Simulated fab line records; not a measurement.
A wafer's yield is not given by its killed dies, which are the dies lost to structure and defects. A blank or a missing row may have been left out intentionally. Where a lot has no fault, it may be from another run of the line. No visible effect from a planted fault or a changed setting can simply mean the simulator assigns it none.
fab line records ; flow n5-finfet
record: lots: 24; wafers: 72; last-day: 19
route steps=1938 shown BEOL_M14@1755 BEOL_M15@1805 MIM_BOT@1832
lots untouched by any fault: they come from a run of this same line in which no faults occurred
start-h: hours from the record's opening day to when the first of the lot's shown wafers began ; wait-h: hours from the lot's prior step to this one ; " identical to the entry in the row above ; L1.1+2: a single row standing in for several wafers ; - either no value or no given start ; * or withheld: withheld ; < > ~ a bound
route shown NAME@n: NAME is a module with steps in the file, n the number in the route of the first one ; usual: mean and standard deviation over wafers with no fault ; same: alike in all rows ; chamber/n: place in a boat ; sites: each site's reading ; _std_site: the standard deviation of these ; _edge_site: outer sites' mean less inner sites' ; radius-mm: for every site, how far away it sits from the centre of the wafer ; mask NAME#n: copy n ; behind: the last tool/chamber to shape the wafer ; hold: the reason the lot was held/the length of the hold in hours/how it ended ; device: names the non-switching transistor (n, p or np) ; end of line: tests of these same wafers at the route's end ; a step without rows: its recipe alone ; killed: at the first sort, the dies lost to defects and structure; wafer yield is something else ; map: dies across one wafer; x = killed, . = not, _ = none there
set.NAME: setting as actually run; set.NAME@STEP: the setting as run at that earlier step ; model.NAME: the simulator's own value behind a step, which no gauge read
route steps across a sampled set of lots; one table per step, one row per wafer
services: a tool's chamber out of use, with start hour (start-h, from the record's first day; less than 0 if before it), hours out, and reason
== steps ==
step: N5_BEOL_M14_OCD_MEAS_35
usual: trench-depth-nm: 556/10
lot.wafer;tool;chamber;start-h;wait-h;trench-depth-nm
L075.2;ocd-01;-;275.89;0.0;566
L075.3;ocd-01;-;275.89;0.0;569
L075.5;ocd-01;-;275.89;0.0;563
L074.2;ocd-02;-;290.24;0.0;567
L074.3;ocd-02;-;290.24;0.0;569
L074.6;ocd-02;-;290.24;0.0;568
L076.1;ocd-02;-;291.74;0.0;556
L076.4;ocd-02;-;291.74;0.0;565
L076.5;ocd-02;-;291.74;0.0;554
L077.3;ocd-01;-;298.72;0.0;559
L077.5;ocd-01;-;298.72;0.0;561
L077.6;ocd-01;-;298.72;0.0;553
L078.1;ocd-02;-;303.39;0.0;551
L078.2;ocd-02;-;303.39;0.0;561
L078.3;ocd-02;-;303.39;0.0;557
L079.2;ocd-01;-;308.99;0.0;568
L079.4;ocd-01;-;308.99;0.0;572
L079.6;ocd-01;-;308.99;0.0;560
L082.4;ocd-01;-;312.40;0.0;538
L082.5;ocd-01;-;312.40;0.0;542
L082.6;ocd-01;-;312.40;0.0;539
L081.2;ocd-01;-;317.72;0.0;566
L081.3;ocd-01;-;317.72;0.0;558
L081.5;ocd-01;-;317.72;0.0;562
L080.1;ocd-01;-;326.81;0.0;541
L080.2;ocd-01;-;326.81;0.0;545
L080.6;ocd-01;-;326.81;0.0;542
L083.2;ocd-01;-;327.37;0.0;568
L083.3;ocd-01;-;327.37;0.0;555
L083.5;ocd-01;-;327.37;0.0;562
L084.1;ocd-02;-;331.39;0.0;566
L084.4;ocd-02;-;331.39;0.0;553
L084.6;ocd-02;-;331.39;0.0;559
L085.2;ocd-01;-;333.26;0.0;551
L085.3;ocd-01;-;333.26;0.0;546
L085.6;ocd-01;-;333.26;0.0;547
L086.2;ocd-01;-;343.30;0.0;567
L086.3;ocd-01;-;343.30;0.0;571
L086.4;ocd-01;-;343.30;0.0;561
L088.2;ocd-02;-;362.06;0.0;548
L088.5;ocd-02;-;362.06;0.0;554
L088.6;ocd-02;-;362.06;0.0;546
L087.1;ocd-02;-;366.21;0.0;546
L087.2;ocd-02;-;366.21;0.0;543
L087.6;ocd-02;-;366.21;0.0;542
L091.3;ocd-01;-;366.79;0.0;575
L091.4;ocd-01;-;366.79;0.0;566
L091.6;ocd-01;-;366.79;0.0;574
L089.2;ocd-02;-;382.00;0.0;538
L089.4;ocd-02;-;382.00;0.0;546
L089.5;ocd-02;-;382.00;0.0;544
L090.2;ocd-02;-;390.56;0.0;561
L090.3;ocd-02;-;390.56;0.0;563
L090.4;ocd-02;-;390.56;0.0;562
L093.1;ocd-01;-;394.54;0.0;543
L093.2;ocd-01;-;394.54;0.0;552
L093.4;ocd-01;-;394.54;0.0;555
L092.4;ocd-01;-;410.38;0.0;552
L092.5;ocd-01;-;410.38;0.0;552
L092.6;ocd-01;-;410.38;0.0;554
L094.1;ocd-01;-;426.95;0.0;553
L094.2;ocd-01;-;426.95;0.0;559
L094.3;ocd-01;-;426.95;0.0;555
L095.1;ocd-01;-;427.34;0.0;552
L095.4;ocd-01;-;427.34;0.0;550
L095.5;ocd-01;-;427.34;0.0;556
L097.1;ocd-01;-;428.53;0.0;554
L097.5;ocd-01;-;428.53;0.0;544
L097.6;ocd-01;-;428.53;0.0;551
L096.3;ocd-01;-;428.89;0.0;572
L096.5;ocd-01;-;428.89;0.0;553
L096.6;ocd-01;-;428.89;0.0;549
step: N5_BEOL_M15_OVL_MEAS_29
recipe: points-per-wafer: 44
usual: M15_OVL: -1/5.1
lot.wafer;tool;chamber;start-h;wait-h;M15_OVL[nm]
L075.2;overlay-01;0;282.01;0.0;-8
L075.3;overlay-01;0;282.01;0.0;-13
L075.5;overlay-01;0;282.01;0.0;-16
L074.2;overlay-01;0;298.10;0.0;-1
L074.3;overlay-01;0;298.10;0.0;-4
L074.6;overlay-01;0;298.10;0.0;-6
L076.1;overlay-01;0;298.94;0.0;-4
L076.4;overlay-01;0;298.94;0.0;-1
L076.5;overlay-01;0;298.94;0.0;-9
L077.3;overlay-01;0;304.35;0.0;-5
L077.5;overlay-01;0;304.35;0.0;-5
L077.6;overlay-01;0;304.35;0.0;-9
L078.1;overlay-01;0;308.36;0.0;2
L078.2;overlay-01;0;308.36;0.0;6
L078.3;overlay-01;0;308.36;0.0;2
L079.2;overlay-02;0;315.24;0.0;2
L079.4;overlay-02;0;315.24;0.0;-3
L079.6;overlay-02;0;315.24;0.0;1
L082.4;overlay-02;0;317.77;0.0;-9
L082.5;overlay-02;0;317.77;0.0;4
L082.6;overlay-02;0;317.77;0.0;-2
L081.2;overlay-02;0;327.40;0.0;6
L081.3;overlay-02;0;327.40;0.0;2
L081.5;overlay-02;0;327.40;0.0;-8
L080.1;overlay-02;0;332.35;0.0;3
L080.2;overlay-02;0;332.35;0.0;4
L080.6;overlay-02;0;332.35;0.0;3
L083.2;overlay-02;0;334.07;0.0;6
L083.3;overlay-02;0;334.07;0.0;8
L083.5;overlay-02;0;334.07;0.0;4
L084.1;overlay-01;0;339.47;0.0;-8
L084.4;overlay-01;0;339.47;0.0;-4
L084.6;overlay-01;0;339.47;0.0;-5
L085.2;overlay-01;0;339.94;0.0;2
L085.3;overlay-01;0;339.94;0.0;0
L085.6;overlay-01;0;339.94;0.0;-4
L086.2;overlay-02;0;348.05;0.0;-12
L086.3;overlay-02;0;348.05;0.0;-8
L086.4;overlay-02;0;348.05;0.0;-6
L088.2;overlay-01;0;366.84;0.0;3
L088.5;overlay-01;0;366.84;0.0;2
L088.6;overlay-01;0;366.84;0.0;4
L087.1;overlay-01;0;371.61;0.0;-2
L087.2;overlay-01;0;371.61;0.0;3
L087.6;overlay-01;0;371.61;0.0;2
L091.3;overlay-02;0;371.87;0.0;4
L091.4;overlay-02;0;371.87;0.0;9
L091.6;overlay-02;0;371.87;0.0;7
L089.2;overlay-01;0;386.71;0.0;-5
L089.4;overlay-01;0;386.71;0.0;-3
L089.5;overlay-01;0;386.71;0.0;1
L090.2;overlay-02;0;395.53;0.0;8
L090.3;overlay-02;0;395.53;0.0;5
L090.4;overlay-02;0;395.53;0.0;10
L093.1;overlay-01;0;404.01;0.0;9
L093.2;overlay-01;0;404.01;0.0;2
L093.4;overlay-01;0;404.01;0.0;0
L092.4;overlay-01;0;415.48;0.0;1
L092.5;overlay-01;0;415.48;0.0;3
L092.6;overlay-01;0;415.48;0.0;1
L094.1;overlay-02;0;431.55;0.0;-3
L094.2;overlay-02;0;431.55;0.0;3
L094.3;overlay-02;0;431.55;0.0;7
L095.1;overlay-02;0;432.82;0.0;-3
L095.4;overlay-02;0;432.82;0.0;-5
L095.5;overlay-02;0;432.82;0.0;-6
L096.3;overlay-02;0;434.76;0.0;-9
L096.5;overlay-02;0;434.76;0.0;-2
L096.6;overlay-02;0;434.76;0.0;-2
L097.1;overlay-02;0;434.92;0.0;2
L097.5;overlay-02;0;434.92;0.0;1
L097.6;overlay-02;0;434.92;0.0;2
step: N5_BEOL_M15_STRIP_62
recipe: chemistry: O2; power-w: 600; temp-c: 60; pressure-mtorr: 30; rf-frequency-hz: 6e+07; bias-power-w: 0; overash-fraction: 0.3; o2-flow-sccm: 225
usual: drypump-motor-current-A: 5.6/0.32; oes-product-au: 0.77/0.086; rf-vpp-V: 3.6/0.48; showerhead-plenum-p-Torr: 2.11/0.07; throttle-valve-pct: 16.89/0.23
lot.wafer;tool;chamber;start-h;wait-h;drypump-motor-current-A;oes-product-au;rf-hours-counter-h;rf-vpp-V;showerhead-plenum-p-Torr;throttle-valve-pct
L075.2;rie-diel-03;0;-;-;5.4;0.73;204;3.8;2.10;16.88
L075.3;rie-diel-03;1;-;-;5.9;0.89;26;3.7;2.22;16.70
L075.5;rie-diel-03;3;-;-;5.4;0.71;-;3.8;2.09;17.18
L074.2;rie-diel-02;2;-;-;5.7;0.68;225;3.4;2.05;16.93
L074.3;rie-diel-02;1;-;-;5.6;0.71;216;3.8;2.17;16.98
L074.6;rie-diel-02;3;-;-;5.0;0.89;-;3.7;2.24;16.85
L076.1;rie-diel-01;3;-;-;6.4;0.71;219;3.8;1.98;16.78
L076.4;rie-diel-01;2;-;-;5.5;0.71;202;4.1;2.16;17.09
L076.5;rie-diel-01;1;-;-;6.1;0.72;-;3.1;2.07;16.99
L077.3;rie-diel-03;2;-;-;5.3;0.72;179;3.2;2.09;17.06
L077.5;rie-diel-03;1;-;-;5.9;0.89;-;4.2;2.22;16.71
L077.6;rie-diel-03;0;-;-;5.4;0.73;-;4.0;2.09;16.89
L078.1;rie-diel-03;2;-;-;5.3;0.72;180;4.2;2.09;17.05
L078.2;rie-diel-03;3;-;-;5.5;0.71;231;3.6;2.09;17.20
L078.3;rie-diel-03;1;-;-;5.9;0.88;33;2.8;2.22;16.71
L079.2;rie-diel-03;2;-;-;5.3;0.73;181;2.8;2.09;17.05
L079.4;rie-diel-03;0;-;-;5.4;0.72;213;3.6;2.09;16.89
L079.6;rie-diel-03;2;-;-;5.3;0.72;-;4.5;2.09;17.06
L082.4;rie-diel-02;1;-;-;5.6;0.71;222;4.3;2.16;17.00
L082.5;rie-diel-02;2;-;-;5.6;0.68;-;3.6;2.04;16.94
L082.6;rie-diel-02;1;-;-;5.6;0.70;-;3.8;2.16;16.98
L081.2;rie-diel-03;2;-;-;5.3;0.72;186;3.9;2.08;17.08
L081.3;rie-diel-03;3;-;-;5.5;0.72;238;4.1;2.09;17.21
L081.5;rie-diel-03;2;-;-;5.3;0.72;-;3.5;2.08;17.08
L080.1;rie-diel-01;2;-;-;5.5;0.69;216;3.9;2.15;17.11
L080.2;rie-diel-01;1;-;-;6.1;0.70;232;3.3;2.07;17.03
L080.6;rie-diel-01;0;-;-;5.8;0.68;-;3.2;2.09;17.10
L083.2;rie-diel-02;3;-;-;5.1;0.87;62;3.5;2.24;16.86
L083.3;rie-diel-02;2;-;-;5.7;0.68;239;4.6;2.04;16.95
L083.5;rie-diel-02;2;-;-;5.6;0.68;-;2.8;2.04;16.96
L084.1;rie-diel-01;1;-;-;6.1;0.71;234;3.9;2.07;17.03
L084.4;rie-diel-01;2;-;-;5.5;0.69;-;3.7;2.15;17.11
L084.6;rie-diel-01;2;-;-;5.5;0.69;-;3.5;2.15;17.13
L085.2;rie-diel-03;3;-;-;5.5;0.72;238;4.2;2.09;17.22
L085.3;rie-diel-03;0;-;-;5.4;0.72;217;3.3;2.09;16.91
L085.6;rie-diel-03;3;-;-;5.5;0.71;-;3.3;2.09;17.22
L086.2;rie-diel-03;3;-;-;5.5;0.71;239;3.9;2.09;17.23
L086.3;rie-diel-03;2;-;-;5.3;0.73;188;3.3;2.08;17.07
L086.4;rie-diel-03;0;-;-;5.4;0.72;219;3.7;2.09;16.91
L088.2;rie-diel-02;3;-;-;5.1;0.86;73;4.8;2.23;16.88
L088.5;rie-diel-02;0;-;-;5.8;0.81;-;2.8;2.04;16.44
L088.6;rie-diel-02;3;-;-;5.0;0.87;-;3.6;2.23;16.88
L087.1;rie-diel-02;3;-;-;5.0;0.86;75;3.0;2.23;16.90
L087.2;rie-diel-02;0;-;-;5.8;0.80;108;4.2;2.04;16.46
L087.6;rie-diel-02;0;-;-;5.8;0.80;-;3.4;2.04;16.44
L091.3;rie-diel-03;0;-;-;5.4;0.72;226;3.9;2.09;16.92
L091.4;rie-diel-03;1;-;-;5.9;0.86;48;3.8;2.21;16.73
L091.6;rie-diel-03;3;-;-;5.5;0.71;-;3.6;2.08;17.24
L089.2;rie-diel-01;0;-;-;5.8;0.67;251;2.6;2.08;17.10
L089.4;rie-diel-01;2;-;-;5.5;0.68;-;3.7;2.14;17.18
L089.5;rie-diel-01;3;-;-;6.4;0.70;-;3.2;1.97;16.80
L090.2;rie-diel-03;1;-;-;6.0;0.84;55;3.5;2.21;16.75
L090.3;rie-diel-03;2;-;-;5.3;0.71;201;3.6;2.08;17.10
L090.4;rie-diel-03;0;-;-;5.4;0.70;-;3.7;2.09;16.95
L093.1;rie-diel-03;0;-;-;5.4;0.70;235;4.1;2.08;16.93
L093.2;rie-diel-03;1;-;-;6.0;0.84;57;3.2;2.21;16.77
L093.4;rie-diel-03;0;-;-;5.4;0.70;-;3.6;2.08;16.96
L092.4;rie-diel-02;0;-;-;5.8;0.79;-;3.4;2.03;16.47
L092.5;rie-diel-02;3;-;-;5.0;0.85;-;3.6;2.23;16.92
L092.6;rie-diel-02;2;-;-;5.7;0.96;-;3.9;2.03;16.50
L094.1;rie-diel-01;1;-;-;6.1;0.94;15;4.3;2.06;16.66
L094.2;rie-diel-01;3;-;-;6.4;0.69;243;4.6;1.97;16.82
L094.3;rie-diel-01;0;-;-;5.7;0.96;9;3.4;2.08;16.65
L095.1;rie-diel-02;1;-;-;5.6;0.95;3;3.1;2.15;16.53
L095.4;rie-diel-02;3;-;-;5.0;0.83;98;3.7;2.22;16.96
L095.5;rie-diel-02;1;-;-;5.6;0.96;-;4.0;2.15;16.54
L096.3;rie-diel-02;2;-;-;5.7;0.92;18;2.9;2.03;16.50
L096.5;rie-diel-02;3;-;-;5.0;0.84;-;2.7;2.22;16.94
L096.6;rie-diel-02;2;-;-;5.7;0.92;-;3.5;2.03;16.51
L097.1;rie-diel-03;1;-;-;5.9;0.82;70;4.4;2.20;16.77
L097.5;rie-diel-03;0;-;-;5.5;0.70;-;4.2;2.08;16.97
L097.6;rie-diel-03;3;-;-;5.5;0.97;-;3.6;2.08;16.77
step: N5_BEOL_M15_DEGAS_41
recipe: ambient: vacuum; temp-c: 300; time-s: 60
usual: heater-power-w: 470/71
lot.wafer;tool;chamber;start-h;wait-h;heater-power-w
L075.2;pvd-sputter-02;-;285.73;0.4;576
L075.3;pvd-sputter-02;-;285.73;0.4;483
L075.5;pvd-sputter-02;-;285.73;0.4;466
L074.2;pvd-sputter-02;-;299.42;0.3;461
L074.3;pvd-sputter-02;-;299.42;0.3;476
L074.6;pvd-sputter-02;-;299.42;0.3;591
L076.1;pvd-sputter-02;-;300.36;0.5;470
L076.4;pvd-sputter-02;-;300.36;0.5;520
L076.5;pvd-sputter-02;-;300.36;0.5;581
L077.3;pvd-sputter-01;-;305.86;0.4;478
L077.5;pvd-sputter-01;-;305.86;0.4;473
L077.6;pvd-sputter-01;-;305.86;0.4;500
L078.1;pvd-sputter-02;-;310.37;0.6;571
L078.2;pvd-sputter-02;-;310.37;0.6;504
L078.3;pvd-sputter-02;-;310.37;0.6;446
L079.2;pvd-sputter-01;-;316.80;0.4;505
L079.4;pvd-sputter-01;-;316.80;0.4;476
L079.6;pvd-sputter-01;-;316.80;0.4;473
L082.4;pvd-sputter-01;-;322.50;2.4;498
L082.5;pvd-sputter-01;-;322.50;2.4;315
L082.6;pvd-sputter-01;-;322.50;2.4;482
L081.2;pvd-sputter-01;-;330.54;0.7;502
L081.3;pvd-sputter-01;-;330.54;0.7;314
L081.5;pvd-sputter-01;-;330.54;0.7;492
L080.1;pvd-sputter-01;-;337.31;0.0;514
L080.2;pvd-sputter-01;-;337.31;0.0;317
L080.6;pvd-sputter-01;-;337.31;0.0;319
L083.2;pvd-sputter-02;-;337.59;0.1;511
L083.3;pvd-sputter-02;-;337.59;0.1;478
L083.5;pvd-sputter-02;-;337.59;0.1;470
L084.1;pvd-sputter-02;-;344.13;0.2;474
L084.4;pvd-sputter-02;-;344.13;0.2;510
L084.6;pvd-sputter-02;-;344.13;0.2;521
L085.2;pvd-sputter-01;-;346.16;0.4;477
L085.3;pvd-sputter-01;-;346.16;0.4;481
L085.6;pvd-sputter-01;-;346.16;0.4;313
L086.2;pvd-sputter-02;-;349.11;0.3;500
L086.3;pvd-sputter-02;-;349.11;0.3;574
L086.4;pvd-sputter-02;-;349.11;0.3;473
L088.2;pvd-sputter-03;-;369.61;0.4;525
L088.5;pvd-sputter-03;-;369.61;0.4;412
L088.6;pvd-sputter-03;-;369.61;0.4;481
L091.3;pvd-sputter-03;-;373.15;0.2;412
L091.4;pvd-sputter-03;-;373.15;0.2;478
L091.6;pvd-sputter-03;-;373.15;0.2;422
L087.1;pvd-sputter-01;-;373.17;0.2;467
L087.2;pvd-sputter-01;-;373.17;0.2;307
L087.6;pvd-sputter-01;-;373.17;0.2;484
L089.2;pvd-sputter-01;-;390.79;0.6;467
L089.4;pvd-sputter-01;-;390.79;0.6;310
L089.5;pvd-sputter-01;-;390.79;0.6;478
L090.2;pvd-sputter-03;-;397.13;0.2;415
L090.3;pvd-sputter-03;-;397.13;0.2;531
L090.4;pvd-sputter-03;-;397.13;0.2;472
L093.1;pvd-sputter-02;-;406.80;0.2;577
L093.2;pvd-sputter-02;-;406.80;0.2;475
L093.4;pvd-sputter-02;-;406.80;0.2;446
L092.4;pvd-sputter-02;-;416.94;0.6;591
L092.5;pvd-sputter-02;-;416.94;0.6;503
L092.6;pvd-sputter-02;-;416.94;0.6;447
L094.1;pvd-sputter-03;-;432.64;0.0;474
L094.2;pvd-sputter-03;-;432.64;0.0;414
L094.3;pvd-sputter-03;-;432.64;0.0;427
L095.1;pvd-sputter-01;-;437.41;0.3;477
L095.4;pvd-sputter-01;-;437.41;0.3;486
L095.5;pvd-sputter-01;-;437.41;0.3;487
L096.3;pvd-sputter-02;-;442.24;0.1;507
L096.5;pvd-sputter-02;-;442.24;0.1;501
L096.6;pvd-sputter-02;-;442.24;0.1;467
L097.1;pvd-sputter-01;-;442.55;0.1;492
L097.5;pvd-sputter-01;-;442.55;0.1;497
L097.6;pvd-sputter-01;-;442.55;0.1;495
step: N5_BEOL_M15_DEP_53
recipe: material: SiCN; target-thk-a: 500; temp-c: withheld; precursor: 3MS/NH3; pressure-torr: 3; rf-w: 675; time-s: 17.8
usual: showerhead-plenum-p-Torr: 4.160/0.016; throttle-valve-pct: 17.8/1.2
lot.wafer;tool;chamber;start-h;wait-h;showerhead-plenum-p-Torr;throttle-valve-pct
L075.2;pecvd-01;0;287.51;0.0;4.157;17.0
L075.3;pecvd-01;2;287.51;0.0;4.180;16.6
L075.5;pecvd-01;2;287.51;0.0;4.174;16.7
L074.2;pecvd-02;2;300.71;0.0;4.140;16.7
L074.3;pecvd-02;0;300.71;0.0;4.153;19.3
L074.6;pecvd-02;0;300.71;0.0;4.155;19.5
L076.1;pecvd-03;0;301.61;0.0;4.173;19.8
L076.4;pecvd-03;2;301.61;0.0;4.171;16.4
L076.5;pecvd-03;1;301.61;0.0;4.178;17.8
L077.3;pecvd-03;0;307.11;0.0;4.186;20.0
L077.5;pecvd-03;2;307.11;0.0;4.160;16.2
L077.6;pecvd-03;0;307.11;0.0;4.184;19.9
L078.1;pecvd-01;2;311.65;0.0;4.167;16.6
L078.2;pecvd-01;0;311.65;0.0;4.159;17.1
L078.3;pecvd-01;0;311.65;0.0;4.152;17.3
L079.2;pecvd-02;2;318.05;0.0;4.133;16.9
L079.4;pecvd-02;2;318.05;0.0;4.131;16.7
L079.6;pecvd-02;0;318.05;0.0;4.151;19.3
L082.4;pecvd-01;1;323.75;0.0;4.155;18.5
L082.5;pecvd-01;0;323.75;0.0;4.149;17.2
L082.6;pecvd-01;2;323.75;0.0;4.172;16.7
L081.2;pecvd-03;0;331.80;0.0;4.170;20.2
L081.3;pecvd-03;2;331.80;0.0;4.165;16.3
L081.5;pecvd-03;2;331.80;0.0;4.175;16.4
L080.1;pecvd-02;0;338.57;0.0;4.156;19.3
L080.2;pecvd-02;1;338.57;0.0;4.165;17.7
L080.6;pecvd-02;0;338.57;0.0;4.154;19.5
L083.2;pecvd-01;1;338.85;0.0;4.151;18.7
L083.3;pecvd-01;0;338.85;0.0;4.157;17.1
L083.5;pecvd-01;0;338.85;0.0;4.151;17.2
L084.1;pecvd-01;0;345.38;0.0;4.155;17.2
L084.4;pecvd-01;2;345.38;0.0;4.184;16.7
L084.6;pecvd-01;1;345.38;0.0;4.159;18.5
L085.2;pecvd-01;1;347.41;0.0;4.154;18.7
L085.3;pecvd-01;0;347.41;0.0;4.140;17.2
L085.6;pecvd-01;1;347.41;0.0;4.145;18.7
L086.2;pecvd-02;0;350.38;0.0;4.144;19.3
L086.3;pecvd-02;1;350.38;0.0;4.171;17.7
L086.4;pecvd-02;0;350.38;0.0;4.153;19.4
L088.2;pecvd-01;0;371.00;0.0;4.156;17.3
L088.5;pecvd-01;0;371.00;0.0;4.127;17.3
L088.6;pecvd-01;1;371.00;0.0;4.155;18.5
L091.3;pecvd-02;1;374.41;0.0;4.161;17.6
L091.4;pecvd-02;2;374.41;0.0;4.137;16.6
L091.6;pecvd-02;0;374.41;0.0;4.144;19.3
L087.1;pecvd-01;1;374.42;0.0;4.147;18.6
L087.2;pecvd-01;2;374.42;0.0;4.173;16.9
L087.6;pecvd-01;1;374.42;0.0;4.148;18.7
L089.2;pecvd-01;0;392.06;0.0;4.154;17.4
L089.4;pecvd-01;1;392.06;0.0;4.158;18.7
L089.5;pecvd-01;2;392.06;0.0;4.194;16.8
L090.2;pecvd-02;2;398.50;0.0;4.135;17.1
L090.3;pecvd-02;2;398.50;0.0;4.126;16.9
L090.4;pecvd-02;0;398.50;0.0;4.160;19.3
L093.1;pecvd-02;2;408.39;0.0;4.131;16.7
L093.2;pecvd-02;0;408.39;0.0;4.147;19.2
L093.4;pecvd-02;0;408.39;0.0;4.151;18.9
L092.4;pecvd-03;2;418.22;0.0;4.175;16.8
L092.5;pecvd-03;1;418.22;0.0;4.171;18.1
L092.6;pecvd-03;0;418.22;0.0;4.174;20.1
L094.1;pecvd-03;2;434.15;0.0;4.159;16.8
L094.2;pecvd-03;0;434.15;0.0;4.184;20.6
L094.3;pecvd-03;1;434.15;0.0;4.181;18.0
L095.1;pecvd-03;0;438.71;0.0;4.184;20.6
L095.4;pecvd-03;2;438.71;0.0;4.170;16.8
L095.5;pecvd-03;0;438.71;0.0;4.172;20.2
L096.3;pecvd-02;1;443.51;0.0;4.157;16.3
L096.5;pecvd-02;2;443.51;0.0;4.142;16.7
L096.6;pecvd-02;1;443.51;0.0;4.160;16.5
L097.1;pecvd-03;2;443.81;0.0;4.171;16.8
L097.5;pecvd-03;1;443.81;0.0;4.168;17.8
L097.6;pecvd-03;0;443.81;0.0;4.168;20.4
step: N5_MIM_BOT_DEGAS_01
recipe: ambient: vacuum; temp-c: 300; time-s: 60
usual: heater-power-w: 465/72
lot.wafer;tool;chamber;start-h;wait-h;heater-power-w
L075.2;pvd-sputter-02;-;288.95;0.3;457
L075.3;pvd-sputter-02;-;288.95;0.3;567
L075.5;pvd-sputter-02;-;288.95;0.3;591
L074.2;pvd-sputter-01;-;302.08;0.3;321
L074.3;pvd-sputter-01;-;302.08;0.3;473
L074.6;pvd-sputter-01;-;302.08;0.3;496
L076.1;pvd-sputter-02;-;303.43;0.7;470
L076.4;pvd-sputter-02;-;303.43;0.7;591
L076.5;pvd-sputter-02;-;303.43;0.7;575
L077.3;pvd-sputter-01;-;308.41;0.2;485
L077.5;pvd-sputter-01;-;308.41;0.2;481
L077.6;pvd-sputter-01;-;308.41;0.2;317
L078.1;pvd-sputter-01;-;313.83;1.1;478
L078.2;pvd-sputter-01;-;313.83;1.1;497
L078.3;pvd-sputter-01;-;313.83;1.1;311
L079.2;pvd-sputter-01;-;320.06;0.9;472
L079.4;pvd-sputter-01;-;320.06;0.9;500
L079.6;pvd-sputter-01;-;320.06;0.9;306
L082.4;pvd-sputter-02;-;326.62;1.8;469
L082.5;pvd-sputter-02;-;326.62;1.8;583
L082.6;pvd-sputter-02;-;326.62;1.8;464
L081.2;pvd-sputter-03;-;333.46;0.5;477
L081.3;pvd-sputter-03;-;333.46;0.5;541
L081.5;pvd-sputter-03;-;333.46;0.5;417
L080.1;pvd-sputter-03;-;339.92;0.3;421
L080.2;pvd-sputter-03;-;339.92;0.3;459
L080.6;pvd-sputter-03;-;339.92;0.3;417
L083.2;pvd-sputter-02;-;340.03;0.1;457
L083.3;pvd-sputter-02;-;340.03;0.1;518
L083.5;pvd-sputter-02;-;340.03;0.1;518
L084.1;pvd-sputter-01;-;347.28;0.8;484
L084.4;pvd-sputter-01;-;347.28;0.8;510
L084.6;pvd-sputter-01;-;347.28;0.8;313
L085.2;pvd-sputter-02;-;348.99;0.5;457
L085.3;pvd-sputter-02;-;348.99;0.5;460
L085.6;pvd-sputter-02;-;348.99;0.5;581
L086.2;pvd-sputter-01;-;355.68;4.2;497
L086.3;pvd-sputter-01;-;355.68;4.2;308
L086.4;pvd-sputter-01;-;355.68;4.2;465
L088.2;pvd-sputter-01;-;373.01;0.9;312
L088.5;pvd-sputter-01;-;373.01;0.9;483
L088.6;pvd-sputter-01;-;373.01;0.9;500
L091.3;pvd-sputter-02;-;375.68;0.2;492
L091.4;pvd-sputter-02;-;375.68;0.2;452
L091.6;pvd-sputter-02;-;375.68;0.2;462
L087.1;pvd-sputter-02;-;375.97;0.0;570
L087.2;pvd-sputter-02;-;375.97;0.0;470
L087.6;pvd-sputter-02;-;375.97;0.0;468
L089.2;pvd-sputter-01;-;396.66;3.5;481
L089.4;pvd-sputter-01;-;396.66;3.5;509
L089.5;pvd-sputter-01;-;396.66;3.5;488
L090.2;pvd-sputter-01;-;400.36;0.7;472
L090.3;pvd-sputter-01;-;400.36;0.7;502
L090.4;pvd-sputter-01;-;400.36;0.7;496
L093.1;pvd-sputter-01;-;410.14;0.6;501
L093.2;pvd-sputter-01;-;410.14;0.6;461
L093.4;pvd-sputter-01;-;410.14;0.6;308
L092.4;pvd-sputter-03;-;421.08;1.8;526
L092.5;pvd-sputter-03;-;421.08;1.8;419
L092.6;pvd-sputter-03;-;421.08;1.8;531
L094.1;pvd-sputter-01;-;436.47;1.2;308
L094.2;pvd-sputter-01;-;436.47;1.2;475
L094.3;pvd-sputter-01;-;436.47;1.2;474
L095.1;pvd-sputter-02;-;442.02;2.2;510
L095.4;pvd-sputter-02;-;442.02;2.2;455
L095.5;pvd-sputter-02;-;442.02;2.2;479
L096.3;pvd-sputter-03;-;444.68;0.1;419
L096.5;pvd-sputter-03;-;444.68;0.1;527
L096.6;pvd-sputter-03;-;444.68;0.1;420
L097.1;pvd-sputter-03;-;446.08;1.2;472
L097.5;pvd-sputter-03;-;446.08;1.2;426
L097.6;pvd-sputter-03;-;446.08;1.2;534
== services ==
tool;chamber;start-h;hours;kind
pecvd-01;1;308.21;9.5;repair
pecvd-02;0;315.02;2.1;scheduled-down
pecvd-02;-;318.23;2.8;pm
rie-diel-03;-;329.81;14.6;pm
rie-diel-01;-;333.19;2.8;pm
rie-diel-02;2;368.90;-;clean
rie-diel-02;2;368.90;-;consumable-replace:focus-ring
rie-diel-02;2;368.90;14.5;scheduled-down
rie-diel-02;2;368.90;14.5;vent-cycle
pecvd-02;1;383.62;-;clean
pecvd-02;1;383.62;-;consumable-replace:showerhead
pecvd-02;1;383.62;29.0;scheduled-down
pecvd-02;1;383.62;29.0;vent-cycle
rie-diel-03;3;389.85;-;clean
rie-diel-03;3;389.85;-;consumable-replace:focus-ring
rie-diel-03;3;389.85;28.8;scheduled-down
rie-diel-03;3;389.85;28.8;vent-cycle
pvd-sputter-02;-;394.73;1.5;repair
rie-diel-02;2;402.51;9.0;repair
pecvd-03;-;406.61;2.8;pm
pecvd-03;-;410.15;4.3;repair
rie-diel-02;0;411.74;1.9;repair
pecvd-02;2;428.53;7.1;repair
pvd-sputter-03;-;440.43;2.1;repair
== key ==
fault none
